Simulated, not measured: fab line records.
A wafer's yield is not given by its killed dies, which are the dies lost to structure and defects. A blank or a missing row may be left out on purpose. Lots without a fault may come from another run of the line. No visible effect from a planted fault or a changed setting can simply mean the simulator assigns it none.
fab line records -- flow n5-finfet
record: lots: 5, wafers: 15, last-day: 20
route steps=1938 shown BEOL_M4@1099 BEOL_M5@1112 BEOL_M13@1705 PASSIVATION@1936
lots that met no fault: from a run of the same line without faults
start-h: start of the lot's first displayed wafer, in hours after the record's first day -- wait-h: hours elapsed since this lot's preceding step -- " repeats the value in the row above -- L1.1+2: one row covering several wafers at once -- - no value present, or no start provided -- * or withheld: withheld -- < > ~ a bound
route shown NAME@n: NAME is a module with steps in the file, n the number in the route of the first one -- usual: mean/standard deviation taken from wafers without a fault -- same: alike in all rows -- chamber/n: place in a boat -- sites: each site's reading -- _std_site: their standard deviation -- _edge_site: outer sites' mean less inner sites' -- radius-mm: how far each site lies from the wafer's centre -- mask NAME#n: copy n -- behind: the most recent tool/chamber to have shaped the wafer -- hold: cause of the lot's hold/its duration in hours/its outcome -- device: names the non-switching transistor (n, p or np) -- end of line: tests run on the same wafers once the route is complete -- a step given without rows: its recipe and nothing more -- killed: not the wafer's yield, but the dies lost to structure and defects at the first sort -- map: per-die view of a wafer (x killed, . not killed, _ where there is no die)
set.NAME: the setting as run; set.NAME@STEP: as run at that earlier step -- model.NAME: the simulator's own value behind a step, which no gauge read
certain route steps with their lots: each step a table, each wafer a row
services: the hour from which a tool's chamber was out of use, counted from the record's first day as start-h (under 0 if before that day), plus the number of hours and why
== steps ==
step: N5_BEOL_M4_ANNEAL_95
recipe: temp-c: 400, time-s: 240, ambient: vacuum
step: N5_BEOL_M4_SPUTTER_96
recipe: material: Cu, target-thk-a: 45, temp-c: -20, chamber-pressure-pa: 0.07, power-w: withheld, time-s: 8.29
step: N5_BEOL_M4_ECD_50
recipe: material: Cu, target-thk-a: 3000
step: N5_BEOL_M4_ANNEAL_51
recipe: temp-c: 225, time-s: 90, ambient: N2
step: N5_BEOL_M4_CMP_52
recipe: stop-on: SiOC, t-overpolish-s: 6.8, down-force-psi: 1, platen-rpm: 50, clearing-platen-down-force-psi: 1.5, clearing-platen-rpm: 50, post-cmp-clean: cu-alkaline, target-thk-nm: 40, clearing-platen-pad-velocity-m-s: 0.99484, pad-velocity-m-s: 0.99484
step: N5_BEOL_M4_PRE_CLEAN_60
recipe: gas: NH3/H2, time-s: 15, temp-c: *, rf-power-w: 300
step: N5_BEOL_M4_CO_CAP_55
recipe: material: Co, target-thk-a: 20, temp-c: 200, precursor: CCTBA/H2, pressure-torr: 30, time-s: 102.1
step: N5_BEOL_M4_PRE_CLEAN_56
recipe: gas: NH3, time-s: 15, temp-c: withheld, rf-power-w: 300
step: N5_BEOL_M4_DEP_57
recipe: material: SiCN, target-thk-a: 80, temp-c: withheld, precursor: 3MS/NH3, pressure-torr: 3, rf-w: 202, time-s: 14
step: N5_BEOL_M4_RC_MEAS_101
usual: DIBL_N: 36.5/1.2, DIBL_P: 36.5/1.6, IOFF_N: 0.162/0.023, IOFF_P: 0.221/0.03, ION_N: 678/8, ION_P: 466/6.3, SS_N: 71.6/0.46, SS_P: 73.3/0.57, VT_N: 249.2/2.6, VT_P: -249/3.3
lot.wafer,tool,chamber,start-h,wait-h,DIBL_N[mV/V],DIBL_P[mV/V],IOFF_N[nA/um],IOFF_P[nA/um],ION_N[uA/um],ION_P[uA/um],SS_N[mV/dec],SS_P[mV/dec],VT_N[mV],VT_P[mV]
L833.2,prober-02,0,257.49,0.2,36.9,37.1,0.175,0.222,688,464,71.4,73.4,249.1,-249
L833.5,prober-02,0,257.49,0.2,36.6,37.1,0.172,0.214,688,464,71.4,73.7,248.2,-254
L833.6,prober-02,0,257.49,0.2,36.4,36.7,0.159,0.211,670,462,71.0,73.2,250.0,-252
L841.2,prober-02,0,320.44,0.2,34.9,36.5,0.133,0.208,674,470,71.5,74.0,253.0,-247
L841.3,prober-02,0,320.44,0.2,34.6,36.6,0.132,0.221,677,472,71.0,73.5,251.1,-246
L841.6,prober-02,0,320.44,0.2,34.5,35.4,0.123,0.193,672,466,72.4,73.1,255.7,-250
L842.2,prober-01,0,325.84,0.2,35.2,35.3,0.146,0.186,676,460,71.1,72.7,249.7,-253
L842.3,prober-01,0,325.84,0.2,35.0,34.9,0.140,0.182,686,462,71.2,72.3,250.2,-253
L842.5,prober-01,0,325.84,0.2,37.0,37.6,0.172,0.231,681,468,71.4,73.8,246.7,-250
L847.4,prober-02,0,358.34,0.5,36.3,35.3,0.180,0.254,690,472,71.7,74.0,247.8,-244
L847.5,prober-02,0,358.34,0.5,33.5,32.8,0.139,0.205,685,474,71.1,72.4,250.6,-247
L847.6,prober-02,0,358.34,0.5,36.1,35.2,0.184,0.261,698,475,71.4,72.7,244.3,-243
L848.1,prober-02,0,367.40,0.0,38.7,37.2,0.188,0.232,680,459,71.8,73.9,247.1,-250
L848.2,prober-02,0,367.40,0.0,39.2,38.0,0.191,0.254,684,467,71.3,74.5,246.4,-248
L848.3,prober-02,0,367.40,0.0,39.6,38.2,0.197,0.256,686,471,71.9,74.1,247.0,-246
step: N5_BEOL_M5_ILD_DEP_00
recipe: material: SiCOH_lowk, target-thk-a: 1406.4, temp-c: 300, precursor: DEMS/porogen, pressure-torr: 5, rf-w: 500, time-s: 25.9
step: N5_BEOL_M5_CURE_79
recipe: temp-c: 385, time-s: 240, ambient: He/Ar, material: SiCOH_lowk
step: N5_BEOL_M5_PECVD_70
recipe: material: SiO2, target-thk-a: 160, temp-c: 400, precursor: TEOS/O2, pressure-torr: 5.5, rf-w: 450, teos-flow-sccm: 53.8, gas: O2, flow-sccm: 3000, time-s: 18
step: N5_BEOL_M5_HM_DEP_02
recipe: material: TiN, target-thk-a: 200, temp-c: 25, chamber-pressure-pa: 0.49996
step: N5_BEOL_M5_COAT_59
recipe: resist: SOC, temp-c: 250, time-s: 60, spin-rpm: 1500, resist-thk-nm: 60
step: N5_BEOL_M5_COAT_60
recipe: resist: SiARC, temp-c: 220, time-s: 60, spin-rpm: 1500, resist-thk-nm: 12
step: N5_BEOL_M5_COAT_71
recipe: resist: underlayer, temp-c: 205, time-s: 60, spin-rpm: 1500, resist-thk-nm: 5
step: N5_BEOL_M5_COAT_05
recipe: resist: CAR-EUV, spin-rpm: 1500, resist-thk-nm: 30
step: N5_BEOL_M5_EBR_07
recipe: solvent: PGMEA, ebr-width-mm: 1.5
step: N5_BEOL_M5_SOFTBAKE_06
recipe: temp-c: 110, time-s: 60, resist: CAR-EUV
step: N5_BEOL_M5_EXPOSE_08
recipe: mask-id: M5, na: 0.33, source-shape: annular, sigma-inner: 0.4, sigma-outer: 0.8, polarization: unpolarized, target-cd-nm: 28, dose-mj: 35.75
step: N5_BEOL_M5_PEB_09
recipe: peb-temp-c: 100, peb-time-s: 60, resist: CAR-EUV
step: N5_BEOL_M5_DEVELOP_10
recipe: develop-time-s: 30, developer: TMAH, resist: CAR-EUV, rinse-liquid: surfactant-rinse, dry: air-spin, dev-temp-c: 23
step: N5_BEOL_M5_DESCUM_16
recipe: chemistry: O2, time-s: 7, source-power-w: 50, bias-power-w: 20, pressure-mtorr: 20, rf-frequency-hz: 2.712e+07, temp-c: 40, resist: CAR-EUV, o2-flow-sccm: 225
step: N5_BEOL_M5_ETCH_72
recipe: chemistry: N2/H2, target: underlayer, target-depth-a: 65, mask-material: CAR-EUV, time-s: 5.2, ion-energy-ev: 200, pressure-mtorr: 30, source-w: 840, bias-w: 150, n2-flow-sccm: 200, h2-flow-sccm: 200, ends: cleared
step: N5_BEOL_M5_ETCH_61
recipe: chemistry: CF4, target: SiARC, target-depth-a: 156, mask-material: CAR-EUV, time-s: 26, ion-energy-ev: 80, pressure-mtorr: 40, source-w: 545, bias-w: 36, Ar_flow_sccm: 100, cf4-flow-sccm: 100, ends: cleared
step: N5_BEOL_M5_ETCH_62
recipe: chemistry: N2/H2, target: SOC, target-depth-a: 750, overetch-a: 150, mask-material: SiARC, temp-c: 40, time-s: 112.5, ion-energy-ev: 200, pressure-mtorr: 30, source-w: 840, bias-w: 150, n2-flow-sccm: 200, h2-flow-sccm: 200
step: N5_BEOL_M5_STRIP_63
recipe: chemistry: N2/H2, temp-c: 40, n2-flow-sccm: 200, h2-flow-sccm: 200, rf-frequency-hz: 6e+07
step: N5_BEOL_M5_STRIP_73
recipe: chemistry: N2/H2, temp-c: 40, n2-flow-sccm: 200, h2-flow-sccm: 200, rf-frequency-hz: 6e+07
step: N5_BEOL_M5_STRIP_64
recipe: chemistry: CF4, resist: SiARC, power-w: 300, bias-power-w: 75, pressure-mtorr: 50, cf4-flow-sccm: 150, rf-frequency-hz: 6e+07
step: N5_BEOL_M5_HM_OPEN_17
recipe: chemistry: Cl2/BCl3, target-depth-a: 200, overetch-a: 60, target: TiN, mask-material: SOC, ion-energy-ev: 150, pressure-mtorr: 10, icp-w: 1000, bias-w: 126, Cl2_flow_sccm: 53.25, bcl3-flow-sccm: 21.75, Ar_flow_sccm: 25
step: N5_BEOL_M5_STRIP_19
recipe: chemistry: O2, power-w: 400, temp-c: 40, pressure-mtorr: 30, rf-frequency-hz: 6e+07, bias-power-w: 0, overash-fraction: 0.2, o2-flow-sccm: 225
step: N5_BEOL_M5_COAT_65
recipe: resist: SOC, temp-c: 250, time-s: 60, spin-rpm: 1500, resist-thk-nm: 60
step: N5_BEOL_M5_COAT_66
recipe: resist: SiARC, temp-c: 220, time-s: 60, spin-rpm: 1500, resist-thk-nm: 12
step: N5_BEOL_M13_SPUTTER_43
recipe: material: TaN, target-thk-a: 150, temp-c: 50, bias-v: 168.6, power-w: 15000, chamber-pressure-pa: 0.12, time-s: 24.19
usual: bias-v: 168.6/1.7, cathode-dc-power-W: 15000/2.7, throttle-valve-pct: 29.6/1
lot.wafer,tool,chamber,start-h,wait-h,bias-v,cathode-dc-power-W,throttle-valve-pct
L833.2,pvd-sputter-03,-,332.20,0.0,169.1,14999,27.8
L833.5,pvd-sputter-03,-,332.20,0.0,168.1,15001,28.8
L833.6,pvd-sputter-03,-,332.20,0.0,170.4,14997,29.1
L841.2,pvd-sputter-02,-,405.37,0.0,-,-,-
L841.3,pvd-sputter-02,-,405.37,0.0,-,-,-
L841.6,pvd-sputter-02,-,405.37,0.0,-,-,-
L842.2,pvd-sputter-01,-,406.68,0.0,-,-,-
L842.3,pvd-sputter-01,-,406.68,0.0,-,-,-
L842.5,pvd-sputter-01,-,406.68,0.0,-,-,-
L847.4,pvd-sputter-02,-,428.79,0.0,-,-,-
L847.5,pvd-sputter-02,-,428.79,0.0,-,-,-
L847.6,pvd-sputter-02,-,428.79,0.0,-,-,-
L848.1,pvd-sputter-01,-,443.16,0.0,170.6,14999,31.2
L848.2,pvd-sputter-01,-,443.16,0.0,168.1,14997,28.3
L848.3,pvd-sputter-01,-,443.16,0.0,166.4,14999,28.6
step: N5_BEOL_M13_CMP_49
recipe: stop-on: SiOC, t-overpolish-s: 17.1, down-force-psi: 1, platen-rpm: 50, clearing-platen-down-force-psi: 1.5, clearing-platen-rpm: 50, post-cmp-clean: cu-alkaline, target-thk-nm: 420, clearing-platen-pad-velocity-m-s: 0.99484, pad-velocity-m-s: 0.99484
usual: barrier-field-endpoint-s: 30.4/0.64, motor-current-A: 6.2/0.72, slurry-flow-ml-min: 150.0/0.42
lot.wafer,tool,chamber,start-h,wait-h,barrier-field-endpoint-s,motor-current-A,slurry-flow-ml-min,model.Cu_of_BEOL_M13_ECD_47.thk-nm
L833.2,cmp-04,1,333.13,0.2,30.0,6.1,149.9,412.4
L833.5,cmp-04,0,333.13,0.2,29.4,6.2,150.4,415.8
L833.6,cmp-04,1,333.13,0.2,29.8,6.4,150.3,425
L841.3,cmp-04,3,408.72,0.2,12.1,6.3,150.2,434
L841.2,cmp-04,1,408.72,0.2,12.0,6.1,150.8,427.6
L841.6,cmp-04,3,408.72,0.2,12.1,6.4,149.6,436.4
L842.3,cmp-02,1,409.53,0.2,11.9,6.0,150.4,428.4
L842.2,cmp-02,0,409.53,0.2,11.9,5.8,149.6,440
L842.5,cmp-02,2,409.53,0.2,11.9,5.8,150.1,437.2
L847.4,cmp-03,2,429.58,0.1,12.6,6.1,149.9,426.4
L847.5,cmp-03,2,429.58,0.1,12.6,6.0,149.8,437
L847.6,cmp-03,3,429.58,0.1,12.0,7.0,149.6,428.8
L848.1,cmp-04,0,444.06,0.3,30.5,5.8,150.4,422
L848.3,cmp-04,1,444.06,0.3,30.2,6.1,150.6,409.6
L848.2,cmp-04,2,444.06,0.3,30.4,6.1,149.7,416.6
step: N5_PASSIVATION_PROBE_49
usual: defect-limited-yield: 91.2/1.3, killed_at_M0_to_M3: 34/9.2, killed_at_M4_up: 14/5, killed-at-contacts: 13/6.7, killed-at-front-end: 39/12, killed-at-other: 4/3.3, killed-dies: 104/15, killed-on-rim: 14/3.7, killed-open: 68/12, killed-short: 34/7.5, sort_bin_5_function: 5.2/0.87, sort_bin_6_memory: 3.3/0.63, sort-n-pass: 1076/15, sort-yield-pct: 91.2/1.3
same: gross-dies: 1180, killed-at-back-side: 0, sort_bin_4_leakage[%]: 0, sort_bin_8_speed[%]: 0
lot.wafer,tool,chamber,start-h,wait-h,defect-limited-yield[%],killed_at_M0_to_M3,killed_at_M4_up,killed-at-contacts,killed-at-front-end,killed-at-other,killed-dies,killed-on-rim,killed-open,killed-short,sort_bin_5_function[%],sort_bin_6_memory[%],sort-n-pass,sort-yield-pct[%]
L841.2,prober-02,-,439.59,0.1,82.2,43,96,12,58,1,210,44,87,33,13.9,3.5,970,82.2
L841.3,prober-02,-,439.64,0.1,82.5,40,106,13,46,2,207,57,81,30,12.8,4.3,973,82.5
L841.6,prober-02,-,439.79,0.3,82.1,39,91,10,66,5,211,44,82,43,13.2,4.3,969,82.1
L842.2,prober-02,-,439.89,0.4,82.5,15,97,17,72,5,206,48,68,44,13.5,3.7,974,82.5
L842.3,prober-02,-,439.94,0.4,83.2,34,101,11,51,1,198,12,65,38,12.0,4.2,982,83.2
L842.5,prober-02,-,440.04,0.5,82.9,42,94,17,44,5,202,12,86,36,12.6,4.2,978,82.9
L847.4,prober-02,-,463.65,0.2,85.0,53,84,13,27,0,177,47,63,36,10.4,4.0,1003,85.0
L847.5,prober-02,-,463.70,0.2,82.4,39,133,9,25,2,208,65,53,38,14.2,3.1,972,82.4
L847.6,prober-02,-,463.75,0.3,83.1,36,111,17,34,1,199,44,79,33,12.9,3.8,981,83.1
killed by level:class
L841.2 BEOL_M13:area-sputter=85 BEOL_M2:geometric-particle:open=13 MOL_CONTACT_COAG:geometric-particle:open=12 FIN_SAQP:geometric-particle:open=9 STI_FIN_REVEAL:geometric-particle:open=9 BEOL_M0_SAQP:geometric-particle:short=9 FIN_SAQP:geometric-particle:short=8 BEOL_M3:geometric-particle:open=8
L841.3 BEOL_M13:area-sputter=92 BEOL_M0_SAQP:geometric-particle:open=15 MOL_CONTACT_COAG:geometric-particle:open=13 FIN_SAQP:geometric-particle:open=12 FIN_SAQP:geometric-particle:short=9 STI_FIN_REVEAL:geometric-particle:open=9 BEOL_M2:geometric-particle:open=8 BEOL_M0_SAQP:geometric-particle:short=7
L841.6 BEOL_M13:area-sputter=80 STI_FIN_REVEAL:geometric-particle:open=18 BEOL_M3:geometric-particle:open=13 BEOL_M0_SAQP:geometric-particle:short=9 GATE_CUT:geometric-particle:short=8 MOL_CONTACT_COAG:geometric-particle:open=8 BEOL_M4:geometric-particle:open=6 FIN_SAQP:geometric-particle:short=5
L842.2 BEOL_M13:area-sputter=90 FIN_SAQP:geometric-particle:short=26 FIN_SAQP:geometric-particle:open=17 MOL_CONTACT_COAG:geometric-particle:open=16 STI_FIN_REVEAL:geometric-particle:open=12 DUMMY_GATE:geometric-particle:open=4 GATE_CUT:geometric-particle:short=4 BEOL_M2:geometric-particle:open=4
L842.3 BEOL_M13:area-sputter=94 FIN_SAQP:geometric-particle:short=15 FIN_SAQP:geometric-particle:open=13 BEOL_M3:geometric-particle:open=12 MOL_CONTACT_COAG:geometric-particle:open=8 BEOL_M0_SAQP:geometric-particle:short=7 GATE_CUT:geometric-particle:short=5 BEOL_M0_SAQP:geometric-particle:open=5
L842.5 BEOL_M13:area-sputter=79 MOL_CONTACT_COAG:geometric-particle:open=16 BEOL_M3:geometric-particle:open=16 FIN_SAQP:geometric-particle:open=13 BEOL_M2:geometric-particle:open=8 BEOL_M4:geometric-particle:open=8 DUMMY_GATE:geometric-particle:open=7 FIN_SAQP:geometric-particle:short=6
L847.4 BEOL_M13:area-sputter=74 BEOL_M3:geometric-particle:open=14 BEOL_M0_SAQP:geometric-particle:open=13 BEOL_M2:geometric-particle:open=10 MOL_CONTACT_COAG:geometric-particle:open=9 BEOL_M0_SAQP:geometric-particle:short=6 FIN_SAQP:geometric-particle:short=5 GATE_CUT:geometric-particle:short=5
L847.5 BEOL_M13:area-sputter=112 BEOL_M4:geometric-particle:open=12 BEOL_M0_SAQP:geometric-particle:open=8 STI_FIN_REVEAL:geometric-particle:open=7 BEOL_M0_SAQP:geometric-particle:short=7 BEOL_M4:geometric-particle:short=7 FIN_SAQP:geometric-particle:short=5 MOL_CONTACT_COAG:geometric-particle:open=5
L847.6 BEOL_M13:area-sputter=84 MOL_CONTACT_COAG:geometric-particle:open=16 BEOL_M4:geometric-particle:open=13 BEOL_M0_SAQP:geometric-particle:short=12 DUMMY_GATE:geometric-particle:open=9 BEOL_M0_SAQP:geometric-particle:open=7 FIN_SAQP:geometric-particle:short=6 BEOL_M3:geometric-particle:open=6
map L841.6 (x killed, . not)
_________________........x.x.________________
______________....x...........x._____________
___________x........xx..x.xx.......__________
__________...................x..x..._________
________.........x.x..........x.x....._______
_______.........................x...x.x______
______............x........x........x..._____
_____x...x.....x...x........x............____
____..................x........x..x.......___
___...............x....x..............x..x.__
___..................xx.x.x.....x.x.......x__
__........x......x.........x..............x._
__....x.....x...xx....x...........x......x.._
_.................x.x..x..x...xx.............
_.x.......x.............x...xx.....x.......xx
_.....x....x........................x.x...x..
_...................xx......x........x...xx..
_..x................................x...x....
_x.x.x..x.......x............x...............
_.........xx....x....x....x..................
_.x...x.x.....x..................x....x.x...x
__.................................x......x._
__..x................x..............x.....x._
___.xxx....................x....x...x...x.x__
___x...............x.x...........x...xx....__
____.x.x..xxxx.............x......x..x..x.___
_____x...................xx.x.xxx..x.....____
______.....xx.........x.x...x.....x.x.xx_____
_______xx..x..xxxx...x......x....x..x..______
________.x.x.x...x...xx.xx...x...x..xx_______
__________..........x..x.xxxxxx....x_________
___________xx.x.xxx.xx...x..xxx.x.x__________
______________xxx..xxxxxxx..xx.._____________
_________________..xxx.xxx..x________________
map L842.2 (x killed, . not)
_________________.....xx...x.________________
______________........x........._____________
___________..................x.....__________
__________...............x...x......_________
________............x..........x.x.x.._______
_______.x.x.....x...xx....x............______
______..x..............................x_____
_____.x.x.....x.......x.x.............x..____
____..............xx....x...x..........xx.___
___.x....x........x....x.......x...........__
___.x.................x...x....x.....x...x.__
__x...x.x.........x....x...................._
__xx........................................_
_.........x............x......x......x.......
_....x...............x.x................x.x..
_x...x.........x..................x........x.
_xx..x..x......xx............................
_..x.x.x.....x.x.x.............x.x.........x.
_xxxx...................................x....
_x.x.xx.....x......x.............x...........
_xxx..x.x......x....x.....x........x.........
__x..x....x.....x.....x...x...........x.x.x._
__.....x....................x......x.....x.._
___......xxx....xx...........x.............__
___xx...x..x.......x...............x.......__
____.x..xxxx..........x...................___
_____xxxxx..xx......x....xx............x.____
______xxx...x.x.x.............x...x....._____
_______xxx.....x..xxxx.x...............______
________.x.x.x....x....x.......x..x..x_______
__________xxx.x.x.x.xx.xx...x.x.x.x._________
___________xxxx.xxx.xx.....x...xx.x__________
______________x.x....xx..xxx..xx_____________
_________________....xx..x.x.________________
== services ==
tool,chamber,start-h,hours,kind
cmp-02,-,312.09,4.0,pm
cmp-02,-,316.09,-,consumable-replace:conditioner
cmp-02,-,316.09,-,consumable-replace:pad
cmp-02,-,358.42,7.3,pm
cmp-02,-,385.38,0.5,repair
cmp-02,-,423.25,2.1,repair
cmp-03,-,440.34,6.3,pm
== key ==
first-sign: step: N5_BEOL_M13_SPUTTER_43, reading: tool-record, direction: missing
effect: step: N5_BEOL_M13_CMP_49, reading: barrier-field-endpoint-s, direction: down, sigmas: 29, usual: 30.4, struck: 12.1
effect: step: N5_PASSIVATION_PROBE_49, reading: killed_at_M4_up, direction: up, sigmas: 17, usual: 14, struck: 101
model-effect: step: N5_BEOL_M13_CMP_49, value: Cu_of_BEOL_M13_ECD_47.thk-nm, without: 417.9, struck: 432.9
more-kills-born-at: N5_BEOL_M13_SPUTTER_43@pvd-sputter-02: 527, N5_BEOL_M13_SPUTTER_43@pvd-sputter-01: 263
met-at N5_BEOL_M13_SPUTTER_43
struck-wafers L841.2,L841.3,L841.6,L842.2,L842.3,L842.5,L847.4,L847.5,L847.6
fault: kind: skipped-step-whole, tool: pvd-sputter-01,pvd-sputter-02, chamber: -, onset-h: 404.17, steps: N5_BEOL_M13_SPUTTER_43, scope: struck-lots-only
